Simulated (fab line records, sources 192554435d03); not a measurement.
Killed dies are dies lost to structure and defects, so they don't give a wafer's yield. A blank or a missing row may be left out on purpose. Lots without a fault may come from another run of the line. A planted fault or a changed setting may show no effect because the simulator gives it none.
One fault seen from 2 desks | flow n5_finfet | each desk has only its own numbers; what lay behind them comes last

THE METROLOGY DESK
What the gauges read, lot by lot, whatever tool the lot ran on: means of the sampled wafers that have a number. A lot is out of limits, marked OUT, if its mean lies more than 4 standard deviations from the usual mean; the brackets give that distance. Of its 13 readings 7 are shown: the one that was out of limits first, and those that lie furthest out on some lot.
Columns: A = ION_P at N5_BEOL_M4_RC_MEAS_101, usual 463 uA/um; B = SS_N at N5_BEOL_M4_RC_MEAS_101, usual 71.4 mV/dec; C = SS_P at N5_BEOL_M4_RC_MEAS_101, usual 73.4 mV/dec; D = VT_P at N5_BEOL_M4_RC_MEAS_101, usual -251 mV; E = trench_depth_nm at N5_BEOL_M5_OCD_MEAS_38, usual 72.0 nm; F = M5_THK at N5_BEOL_M5_THK_MEAS_53, usual 62.7 nm; G = M5_RS at N5_BEOL_M5_RS_MEAS_57, usual 0.388 ohm/sq
lot  | first seen here | A   | B    | C    | D    | E               | F               | G
L350 | day 12 12:08    | 458 | 71.1 | 73.3 | -255 | 71.9            | 62.2            | 0.393
L355 | day 13 22:28    | 461 | 72.1 | 73.1 | -251 | 71.0            | 61.7            | 0.389
L354 | day 14 03:13    | 472 | 71.5 | 73.2 | -246 | 103.6 (+32) OUT | 95.6 (+22) OUT  | 0.264 (-12) OUT
L357 | day 14 07:26    | 463 | 71.5 | 73.6 | -252 | 89.1 (+17) OUT  | 77.8 (+10) OUT  | 0.323 (-6.5) OUT
L358 | day 14 10:12    | 461 | 71.6 | 73.6 | -253 | 87.9 (+16) OUT  | 75.7 (+8.7) OUT | 0.331 (-5.7) OUT
L346 | day 15 11:17    | 454 | 71.6 | 73.3 | -253 | 71.8            | 62.6            | 0.390
L364 | day 15 11:43    | 464 | 70.8 | 72.6 | -250 | 71.4            | 63.4            | 0.387
L361 | day 16 09:26    | 464 | 71.3 | 72.9 | -252 | 72.6            | 62.1            | 0.388
This desk's finding: out of limits on L354, L357, L358; first on L354, day 14 10:59 (trench_depth_nm at N5_BEOL_M5_OCD_MEAS_38). In limits: L350, L355, L346, L364, L361.

THE TOOL OWNER'S DESK: rie_diel-01
The tool's own readings at N5_BEOL_M5_TRENCH_ETCH_37 (etches SiCOH lowk in C4F6/O2, target depth 71.652 nm, time 24.7 s): means of the sampled wafers that have a number, for each lot that ran on this tool. A lot is out of limits, marked OUT, if its mean lies more than 4 standard deviations from the usual mean; the brackets give that distance.
Columns: A = drypump_motor_current_A at N5_BEOL_M5_TRENCH_ETCH_37, usual 6.0 A; B = oes_product_au at N5_BEOL_M5_TRENCH_ETCH_37, usual 0.79 a.u.; C = rf_vpp_V at N5_BEOL_M5_TRENCH_ETCH_37, usual 667 V; D = run_length_s at N5_BEOL_M5_TRENCH_ETCH_37, usual 47.9 s; E = showerhead_plenum_p_Torr at N5_BEOL_M5_TRENCH_ETCH_37, usual 2.84 Torr; F = throttle_valve_pct at N5_BEOL_M5_TRENCH_ETCH_37, usual 21.06 %
lot  | first seen here | A   | B    | C   | D              | E    | F
L350 | day 12 16:41    | 6.3 | 0.80 | 664 | 48.2           | 2.79 | 21.07
L355 | day 14 04:56    | 6.4 | 0.73 | 668 | 48.3           | 2.79 | 21.05
L354 | day 14 10:50    | 6.5 | 0.75 | 668 | 59.3 (+29) OUT | 2.77 | 21.19
L357 | day 14 11:53    | 6.5 | 0.82 | 670 | 53.3 (+14) OUT | 2.91 | 21.21
L358 | day 14 17:08    | 6.3 | 0.78 | 665 | 53.6 (+15) OUT | 2.78 | 21.09
This desk's finding: out of limits on L354, L357, L358; first on L354, day 14 10:50 (run_length_s at N5_BEOL_M5_TRENCH_ETCH_37). In limits: L350, L355.

PUT TOGETHER
The tool owner's desk could have raised an alarm at day 14 10:50, on L354, L357, L358.
The metrology desk could have raised an alarm at day 14 10:59, on L354, L357, L358.
Of the lots named, all ran N5_BEOL_M5_TRENCH_ETCH_37 on rie_diel-01.

WHAT THE SIMULATOR HAD PUT IN
Process parameter drift: rie_diel-01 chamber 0, from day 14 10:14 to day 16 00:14, at N5_BEOL_M5_TRENCH_ETCH_37. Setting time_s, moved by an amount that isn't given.
Lots struck among those shown: L354, L357, L358.
Hours from the fault's start to each desk's first reading out of limits: the tool owner's desk, 1; the metrology desk, 1.
